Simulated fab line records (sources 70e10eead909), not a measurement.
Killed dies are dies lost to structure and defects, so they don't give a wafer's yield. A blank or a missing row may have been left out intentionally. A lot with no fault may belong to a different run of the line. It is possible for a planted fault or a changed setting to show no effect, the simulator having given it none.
fab line records | flow nand-harc | part 2 of 2: steps 29 to 37 of 37
[record] lots = 5 | wafers = 15 | last-day = 31
route steps=1302 shown P_GATE@119
lots untouched by any fault: they come from a run of this same line in which no faults occurred
start-h: start of the lot's first displayed wafer, in hours after the record's first day | wait-h: how many hours have passed since the lot's step before this one | " identical to the entry in the row above | L1.1+2: several wafers, shown together as one row | - no value present, or no start provided | * or withheld: withheld | < > ~ a bound
route shown NAME@n: names a module that has steps shown in the file, with the first one's number in the route | usual: mean/standard deviation of fault-free wafers | same: alike in all rows | chamber/n: place in a boat | sites: per-site readings | _std_site: the standard deviation of these | _edge_site: outer sites' mean less inner sites' | radius-mm: how far each site lies from the wafer's centre | mask NAME#n: copy n | behind: the last tool/chamber to shape the wafer | hold: the reason the lot was held/the length of the hold in hours/how it ended | device: whichever transistor did not switch (one of n, p or np) | end of line: the same wafers' tests at the end of the route | a step given without rows: its recipe and nothing more | killed: dies that structure and defects cost at the first sort, which is not the same as the wafer's yield | map: a wafer's dies, marking killed ones x, the rest . and places with no die _
set.NAME: the run value of the setting; set.NAME@STEP: its run value at that earlier step | model.NAME: the simulator's own value behind a step, which no gauge read
a table for each step, a row for each wafer; lots at some steps of the route
services: from which hour (start-h, from the record's first day; less than 0 if before it) a tool's chamber was out of use, for how many hours, and why
[[steps]]
[step NHARC_P_GATE_STRIP_106]
[recipe] o2-flow-sccm = 400 | cos-flow-sccm = 20 | ar-flow-sccm = 0 | bias-w = 0 | chemistry = O2/COS
lot.wafer  | tool        | chamber | start-h | wait-h
L075.1+3+5 | rie-diel-09 | 3,0,2   | -       | -
L076.1+2+3 | rie-diel-10 | 2,3,1   | -       | -
L079.4+2+6 | rie-diel-09 | 2,0,2   | -       | -
L084.2+3+4 | rie-diel-10 | 1,2,3   | -       | -
L092.3+5+6 | rie-diel-06 | 0,1,2   | -       | -
[step NHARC_P_GATE_ETCH_114]
[recipe] target-depth-a = 300 | overetch-a = 30 | time-s = 16.5 | ion-energy-ev = 100 | cf4-flow-sccm = 80 | o2-flow-sccm = 20 | ar-flow-sccm = 0 | rf-w = 300 | bias-w = 100 | chemistry = CF4/O2
[usual] drypump-motor-current-A = 5.9/0.43 | oes_f_703_au = 1.000/0.0045 | oes-product-au = 1.001/0.013 | rf-vpp-V = 197.9/1.2 | showerhead-plenum-p-Torr = 1.34/0.038 | throttle-valve-pct = 13.398/0.0081
lot.wafer | tool        | chamber | start-h | wait-h | drypump-motor-current-A | oes_f_703_au | oes-product-au | rf-hours-counter-h | rf-vpp-V | showerhead-plenum-p-Torr | throttle-valve-pct
L075.3    | rie-diel-09 | 2       | -       | -      | 5.8                     | 0.998        | 0.989          | 8                  | 197.2    | 1.33                     | 13.391
L075.1    | "           | 0       | "       | "      | 5.5                     | 1.001        | 1.010          | 9                  | 197.1    | 1.29                     | 13.404
L075.5    | "           | 2       | "       | "      | 5.8                     | 1.000        | 1.008          | -                  | 198.0    | 1.33                     | 13.393
L076.1    | rie-diel-10 | 1       | -       | -      | 5.9                     | 0.996        | 0.967          | 2                  | 197.1    | 1.31                     | 13.406
L076.2    | "           | 2       | "       | "      | 6.7                     | 0.996        | 0.988          | 2                  | 197.9    | 1.31                     | 13.386
L076.3    | "           | 0       | "       | "      | 6.4                     | 1.001        | 0.983          | 2                  | 199.8    | 1.40                     | 13.401
L079.4    | rie-diel-09 | 3       | -       | -      | 5.4                     | 0.995        | 1.002          | 11                 | 200.1    | 1.38                     | 13.385
L079.2    | "           | 0       | "       | "      | 5.5                     | 1.001        | 1.006          | 11                 | 195.8    | 1.29                     | 13.397
L079.6    | "           | 2       | "       | "      | 5.7                     | 1.001        | 1.003          | -                  | 197.3    | 1.33                     | 13.409
L084.2    | rie-diel-10 | 2       | -       | -      | 6.7                     | 0.995        | 0.993          | 8                  | 196.6    | 1.31                     | 13.385
L084.4    | "           | 0       | "       | "      | 6.4                     | 0.997        | 0.985          | 9                  | 200.2    | 1.40                     | 13.406
L084.3    | "           | 1       | "       | "      | 5.9                     | 1.001        | 0.992          | 8                  | 198.2    | 1.31                     | 13.422
L092.3    | rie-diel-06 | 3       | -       | -      | 6.0                     | 1.008        | 1.007          | 7                  | 199.4    | 1.39                     | 13.385
L092.6    | "           | 0       | "       | "      | 5.6                     | 1.008        | 1.016          | -                  | 198.5    | 1.38                     | 13.392
L092.5    | "           | 1       | "       | "      | 6.7                     | 1.000        | 1.024          | -                  | 199.2    | 1.36                     | 13.408
[step NHARC_P_GATE_ETCH_32]
[recipe] target-depth-a = 1500 | over-etch-frac = 1 | over-etch-ion-energy-ev = 40 | time-s = 100.1 | hbr-flow-sccm = 150 | cl2-flow-sccm = 50 | rf-w = 400 | icp-w = 400 | bias-w = 100 | chemistry = HBr/Cl2
[usual] drypump-motor-current-A = 5.4/0.54 | oes-product-au = 1.003/0.014 | throttle-valve-pct = 26.405/0.0087
lot.wafer | tool      | chamber | start-h | wait-h | drypump-motor-current-A | oes-product-au | rf-hours-counter-h | throttle-valve-pct
L075.1    | rie-si-06 | 1       | 103.72  | -      | 5.2                     | 1.022          | 0.2                | 26.407
L075.3    | "         | 2       | "       | "      | 5.2                     | 1.018          | 0.1                | 26.409
L075.5    | "         | 1       | "       | "      | 5.1                     | 1.013          | -                  | 26.405
L076.3    | rie-si-02 | 3       | 116.40  | -      | 6.3                     | 0.984          | 0.1                | 26.414
L076.2    | "         | 1       | "       | "      | 4.8                     | 0.995          | 0.0                | 26.417
L076.1    | "         | 2       | "       | "      | 4.7                     | 1.011          | 0.0                | 26.398
L079.2    | rie-si-02 | 2       | 142.78  | -      | 4.7                     | 1.022          | 0.2                | 26.406
L079.4    | "         | 3       | "       | "      | 6.3                     | 0.983          | 0.2                | 26.396
L079.6    | "         | 2       | "       | "      | 4.7                     | 1.034          | -                  | 26.404
L084.3    | rie-si-04 | 2       | 209.26  | -      | 6.0                     | 0.989          | 0.2                | 26.386
L084.2    | "         | 0       | "       | "      | 4.9                     | 0.990          | 0.2                | 26.400
L084.4    | "         | 1       | "       | "      | 5.1                     | 1.007          | 0.2                | 26.400
L092.3    | rie-si-06 | 0       | 279.92  | -      | 4.8                     | 1.007          | 0.1                | 26.395
L092.6    | "         | 1       | "       | "      | 5.2                     | 1.013          | -                  | 26.397
L092.5    | "         | 2       | "       | "      | 5.1                     | 1.009          | -                  | 26.404
[step NHARC_P_GATE_STRIP_108]
[recipe] o2-flow-sccm = 500 | ar-flow-sccm = 0 | bias-w = 0 | chemistry = O2
[usual] drypump-motor-current-A = 5.9/0.43 | oes-product-au = 1.002/0.012 | rf-vpp-V = 57.9/0.84 | showerhead-plenum-p-Torr = 3.56/0.096 | throttle-valve-pct = 17.037/0.0086
lot.wafer | tool        | chamber | start-h | wait-h | drypump-motor-current-A | oes-product-au | rf-hours-counter-h | rf-vpp-V | showerhead-plenum-p-Torr | throttle-valve-pct
L075.1    | rie-diel-09 | 3       | 103.88  | -      | 5.5                     | 0.997          | 8.3                | 58.1     | 3.65                     | 17.035
L075.3    | "           | 0       | "       | "      | 5.5                     | 1.001          | 9.2                | 56.9     | 3.42                     | 17.046
L075.5    | "           | 3       | "       | "      | 5.5                     | 1.012          | -                  | 57.0     | 3.65                     | 17.047
L076.1    | rie-diel-06 | 2       | 116.56  | -      | 5.8                     | 0.999          | 5.2                | 60.0     | 3.41                     | 17.050
L076.2    | "           | 3       | "       | "      | 6.0                     | 1.017          | 5.5                | 57.7     | 3.67                     | 17.014
L076.3    | "           | 0       | "       | "      | 5.5                     | 1.001          | 6.7                | 57.9     | 3.65                     | 17.039
L079.2    | rie-diel-09 | 1       | 142.95  | -      | 5.4                     | 1.016          | 11.7               | 59.0     | 3.58                     | 17.041
L079.4    | "           | 2       | "       | "      | 5.8                     | 1.005          | 11.4               | 56.8     | 3.51                     | 17.037
L079.6    | "           | 1       | "       | "      | 5.4                     | 1.029          | -                  | 57.4     | 3.58                     | 17.034
L084.2    | rie-diel-06 | 3       | 209.42  | -      | 6.0                     | 0.983          | 3.7                | 59.0     | 3.67                     | 17.027
L084.4    | "           | 0       | "       | "      | 5.6                     | 0.998          | 3.6                | 58.9     | 3.64                     | 17.036
L084.3    | "           | 2       | "       | "      | 5.8                     | 0.989          | 3.8                | 56.3     | 3.41                     | 17.038
L092.3    | rie-diel-09 | 1       | 280.08  | -      | 5.4                     | 1.019          | 6.0                | 57.6     | 3.58                     | 17.044
L092.6    | "           | 2       | "       | "      | 5.8                     | 1.008          | -                  | 57.1     | 3.51                     | 17.024
L092.5    | "           | 3       | "       | "      | 5.5                     | 1.006          | -                  | 58.1     | 3.65                     | 17.039
[step NHARC_P_GATE_CD_MEAS_33]
[usual] cd-nm = 120/3.5
lot.wafer | tool      | chamber | start-h | wait-h | cd-nm
L075.1    | cd-sem-02 | -       | 104.04  | -      | 117
L075.3    | "         | -       | "       | "      | 116
L075.5    | "         | -       | "       | "      | 120
L076.1    | cd-sem-01 | -       | 116.74  | -      | 115
L076.2    | "         | -       | "       | "      | 126
L076.3    | "         | -       | "       | "      | 118
L079.2    | cd-sem-02 | -       | 143.12  | -      | 117
L079.4    | "         | -       | "       | "      | 122
L079.6    | "         | -       | "       | "      | 118
L084.2    | cd-sem-03 | -       | 209.60  | -      | 117
L084.3    | "         | -       | "       | "      | 123
L084.4    | "         | -       | "       | "      | 118
L092.3    | cd-sem-01 | -       | 280.22  | -      | 124
L092.5    | "         | -       | "       | "      | 119
L092.6    | "         | -       | "       | "      | 125
[step NHARC_P_GATE_STRIP_35]
[recipe] time-s = 600 | temp-c = 130 | chemistry = SPM
lot.wafer  | tool         | chamber | start-h | wait-h
L075.5+1+3 | wet-bench-03 | 1,2,5   | 104.12  | 0.1
L076.3+1+2 | wet-bench-06 | 5,7,0   | 116.83  | 0.1
L079.4+2+6 | wet-bench-05 | 6,7,3   | 143.20  | 0.1
L084.2+4+3 | wet-bench-05 | 3,4,0   | 209.68  | 0.1
L092.3+5+6 | wet-bench-06 | 5,6,1   | 280.30  | 0.1
[step NHARC_P_GATE_PRECLEAN_73]
[recipe] time-s = * | temp-c = 50 | bath-age-min = 0 | chemistry = SC1
lot.wafer  | tool         | chamber | start-h | wait-h
L075.5+1+3 | wet-bench-03 | 1,2,5   | -       | -
L076.3+1+2 | wet-bench-06 | 5,7,0   | -       | -
L079.4+2+6 | wet-bench-05 | 6,7,3   | -       | -
L084.2+4+3 | wet-bench-05 | 3,4,0   | -       | -
L092.3+5+6 | wet-bench-06 | 5,6,1   | -       | -
[step NHARC_P_GATE_SRD_74]
lot.wafer  | tool         | chamber | start-h | wait-h
L075.5+1+3 | wet-bench-03 | 1,2,5   | -       | -
L076.3+1+2 | wet-bench-06 | 5,7,0   | -       | -
L079.4+2+6 | wet-bench-05 | 6,7,3   | -       | -
L084.2+4+3 | wet-bench-05 | 3,4,0   | -       | -
L092.3+5+6 | wet-bench-06 | 5,6,1   | -       | -
[step NHARC_P_GATE_ALD_36]
[recipe] target-thk-a = 200 | pulse-time-s = 60 | ald-cycles = 223 | temp-c = 400 | material = SiNx
[usual] heater-power-w = 890/75 | precursor-pulse-height-rel = 1.001/0.021
[same] pulse-time-s = 60
lot.wafer | tool       | chamber | start-h | wait-h | heater-power-w | precursor-pulse-height-rel
L075.1    | ald-sin-02 | 1       | 104.49  | -      | 843            | 0.981
L075.3    | "          | 0       | 107.63  | -      | 921            | 0.995
L075.5    | "          | 2       | 109.73  | -      | 870            | 1.025
L076.3    | ald-sin-01 | 0       | 117.20  | -      | 909            | 1.028
L076.2    | "          | 2       | 119.35  | -      | 1049           | 0.986
L076.1    | "          | 3       | 120.43  | -      | 813            | 1.013
L079.2    | ald-sin-01 | 1       | 144.96  | -      | 862            | 0.977
L079.4    | "          | 0       | 147.73  | -      | 929            | 0.970
L079.6    | "          | 1       | 149.12  | -      | 886            | 1.025
L084.2    | ald-sin-02 | 2       | 210.05  | -      | 890            | 1.005
L084.4    | "          | 3       | 211.11  | -      | 807            | 0.993
L084.3    | "          | 0       | 212.17  | -      | 917            | 0.980
L092.3    | ald-sin-03 | 0       | 281.72  | -      | 968            | 0.989
L092.5    | "          | 3       | 284.87  | -      | 971            | 0.965
L092.6    | "          | 0       | 285.91  | -      | 957            | 0.984
[[services]]
tool           | chamber | start-h | hours | kind
rie-diel-10    | -       | 65.50   | 9.0   | pm
wet-bench-05   | -       | 84.86   | 8.0   | pm
litho-track-03 | -       | 100.00  | 7.0   | pm
litho-track-05 | -       | 124.00  | 7.0   | pm
rie-diel-06    | -       | 130.20  | 9.0   | pm
rie-diel-10    | 1       | 138.61  | 15.9  | repair
krf-scanner-01 | -       | 140.00  | 4.0   | pm
rie-diel-09    | -       | 143.36  | 9.0   | pm
rie-diel-10    | 2       | 159.70  | 4.9   | repair
rie-diel-10    | 3       | 160.82  | 4.3   | repair
rie-diel-06    | 1       | 163.69  | 5.4   | repair
litho-track-06 | -       | 179.00  | 7.0   | pm
rie-diel-10    | 1       | 186.48  | 4.1   | repair
acl-dep-01     | -       | 192.41  | 13.0  | pm
wet-bench-06   | -       | 193.60  | 8.0   | pm
litho-track-04 | -       | 203.00  | 7.0   | pm
rie-diel-10    | 2       | 206.09  | 1.2   | repair
wet-bench-03   | -       | 210.40  | 8.0   | pm
rie-diel-10    | -       | 242.50  | 9.0   | pm
rie-diel-09    | 1       | 243.29  | 7.4   | repair
rie-diel-06    | 1       | 245.61  | 4.2   | repair
wet-bench-05   | -       | 260.86  | 8.0   | pm
litho-track-03 | -       | 275.00  | 7.0   | pm
rie-diel-09    | 1       | 284.03  | 110.2 | repair
